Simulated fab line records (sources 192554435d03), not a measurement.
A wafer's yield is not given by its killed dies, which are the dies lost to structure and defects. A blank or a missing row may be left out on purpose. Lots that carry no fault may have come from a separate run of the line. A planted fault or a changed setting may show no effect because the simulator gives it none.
Chamber matching    flow n5_finfet    pecvd-01 running N5_BEOL_M3_DEP_57: 3 sister chambers
The step deposits SiCN from 3MS/NH3, target thk 8 nm, time 14 s. 3 wafers are shown with their chamber, then 7 later ones without.

WAFERS, EACH WITH ITS CHAMBER
wafer   chamber  throttle_valve_pct (%)
L076.5  0        8.2
L082.1  1        9.2
L082.2  2        8.7

WAFERS WHOSE CHAMBER IS MISSING
wafer   throttle_valve_pct (%)
L082.3  8.2
L083.2  9.1
L083.3  8.9
L083.5  9.1
L090.2  8.1
L090.4  9.0
L090.6  9.6

WHICH CHAMBER EACH ONE RAN IN
wafer   from the rows above      in truth
L082.3  0                        0
L083.2  can't be placed: 1 or 2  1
L083.3  can't be placed: 2 or 1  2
L083.5  can't be placed: 1 or 2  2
L090.2  0                        0
L090.4  can't be placed: 1 or 2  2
L090.6  1                        1
3 of 7 placed correctly. Unplaceable from these rows: 4, with the true chamber sitting among the candidates in 4. Number placed wrongly: 0.
How it was worked out, from the rows above alone: a wafer's distance from a chamber is the root of the sum, over the readings, of the square of ((its reading less the chamber's mean) divided by the reading's scatter). The wafer belongs to the nearest chamber; if the next one is less than 2 further off, it can't be placed. For every chamber, the mean is computed from those of its wafers that are shown. The scatter: root of mean squared gap, hidden wafer to nearest shown wafer, with one shown wafer a chamber.
